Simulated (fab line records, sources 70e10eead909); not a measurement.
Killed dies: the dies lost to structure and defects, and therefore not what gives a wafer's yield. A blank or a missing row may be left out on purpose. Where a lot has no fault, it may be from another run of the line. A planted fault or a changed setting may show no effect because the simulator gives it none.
What tool caused it? ; flow nand_harc ; 12 lots with 36 wafers sampled at 3 steps, on a route of 1302 steps

WHAT THE GAUGES SHOWED, per wafer
NHARC_P_GATE_CD_MEAS_91: target cd 2000 nm. Usual: cd_nm 2000.0 nm, standard deviation 1.4.
lot;measured;on;cd_nm (nm);flag
L462;day 5 16:16;cd_sem-01;2000.7 2000.6 1999.1;
L463;day 6 00:41;cd_sem-02;1999.6 2002.7 2001.6;
L464;day 6 13:29;cd_sem-01;1999.6 1997.9 1998.6;
L466;day 7 04:56;cd_sem-02;1998.6 1999.4 1999.6;
L469;day 8 11:43;cd_sem-03;1978.1 1977.9 1977.7;OFF
L479;day 12 13:14;cd_sem-02;1999.6 1999.2 1997.4;
L480;day 13 09:08;cd_sem-02;2001.4 1999.0 2000.9;
L481;day 13 13:55;cd_sem-03;1998.0 1995.7 1999.2;
L482;day 14 02:32;cd_sem-03;2001.7 2003.1 2002.6;
L483;day 14 04:53;cd_sem-01;1998.5 1999.2 1998.5;
L484;day 14 21:26;cd_sem-01;2001.5 2001.2 2001.2;
L485;day 15 14:44;cd_sem-02;1999.3 1999.7 2000.7;

EACH LOT AND THE TOOL THAT RAN IT (in order: tool; ch and the chambers of the sampled wafers; start)
lot;NHARC_P_GATE_STRIP_76;NHARC_P_GATE_EXPOSE_88
L462;plasma_asher-01 ch 0,1, day 5 15:19;krf_scanner-01 ch 0, day 5 16:06
L463;plasma_asher-01 ch 0, day 5 23:53;krf_scanner-01 ch 0, day 6 00:32
L464;plasma_asher-01 ch 0,1, day 6 12:35;krf_scanner-02 ch 0, day 6 13:20
L466;plasma_asher-01 ch 0,1, day 7 04:10;krf_scanner-01 ch 0, day 7 04:47
L469;plasma_asher-02 ch 0,1, day 8 10:48;krf_scanner-02 ch 0, day 8 11:34
L479;plasma_asher-01 ch 0,1, day 12 12:20;krf_scanner-01 ch 0, day 12 13:05
L480;plasma_asher-01 ch 0,1, day 13 08:13;krf_scanner-02 ch 0, day 13 08:59
L481;plasma_asher-02 ch 0,1, day 13 12:59;krf_scanner-01 ch 0, day 13 13:46
L482;plasma_asher-02 ch 0,1, day 14 01:38;krf_scanner-02 ch 0, day 14 02:23
L483;plasma_asher-02 ch 0,1, day 14 03:58;krf_scanner-01 ch 0, day 14 04:44
L484;plasma_asher-02 ch 0,1, day 14 20:40;krf_scanner-01 ch 0, day 14 21:17
L485;plasma_asher-02 ch 0,1, day 15 13:48;krf_scanner-04 ch 0, day 15 14:35
- NHARC_P_GATE_STRIP_76: strips in O2.
- NHARC_P_GATE_EXPOSE_88: exposes mask P HVN, target cd 2000 nm.

AS READ BY THE TOOLS THEMSELVES (means over the sampled wafers that have a number; for cases with no such wafer, the mark the record gives instead)
NHARC_P_GATE_STRIP_76. Usual: drypump_motor_current_A 5.6 A, standard deviation 0.61; heater_power_w 313 W, standard deviation 35.
lot;tool;drypump_motor_current_A (A);heater_power_w (W);flag
L462;plasma_asher-01;5.5;335;
L463;plasma_asher-01;5.1;317;
L464;plasma_asher-01;5.5;331;
L466;plasma_asher-01;5.5;334;
L469;plasma_asher-02;5.7;271;
L479;plasma_asher-01;5.9;354;
L480;plasma_asher-01;5.5;340;
L481;plasma_asher-02;5.8;288;
L482;plasma_asher-02;5.3;304;
L483;plasma_asher-02;5.3;304;
L484;plasma_asher-02;5.8;289;
L485;plasma_asher-02;5.3;302;

NHARC_P_GATE_EXPOSE_88. Usual: reticle_temp_C 22.98 C, standard deviation 0.091.
lot;tool;reticle_temp_C (C);flag
L462;krf_scanner-01;23.05;
L463;krf_scanner-01;23.03;
L464;krf_scanner-02;23.06;
L466;krf_scanner-01;23.10;
L469;krf_scanner-02;23.00;
L479;krf_scanner-01;22.96;
L480;krf_scanner-02;22.94;
L481;krf_scanner-01;23.04;
L482;krf_scanner-02;22.99;
L483;krf_scanner-01;22.91;
L484;krf_scanner-01;22.88;
L485;krf_scanner-04;22.93;

THE ANSWER, worked out from the rows above alone
Rule: a lot is off if the mean of its wafers that have a number lies more than 3 standard deviations from the usual mean. Also off: a lot with no number at a reading for which 4 or more lots have one. Any other lot the step has rows for is counted as sound. The gauges are gone through in route order, then the tools' own readings, and for those a lot's mean is taken as printed above. The first step at which some lot is off is used, and at that step the reading that is off furthest; a lot without a number counts as furthest.
Off: L469 (NHARC_P_GATE_CD_MEAS_91, cd_nm).
If a tool, at a process step before that reading, ran all the lots that are off and no sound lot after the first of them, it fits. Gauges at NHARC_P_GATE_CD_MEAS_91: tried the same way as those tools. No candidate that was tried fits.

WHAT THE SIMULATOR HAD PUT IN
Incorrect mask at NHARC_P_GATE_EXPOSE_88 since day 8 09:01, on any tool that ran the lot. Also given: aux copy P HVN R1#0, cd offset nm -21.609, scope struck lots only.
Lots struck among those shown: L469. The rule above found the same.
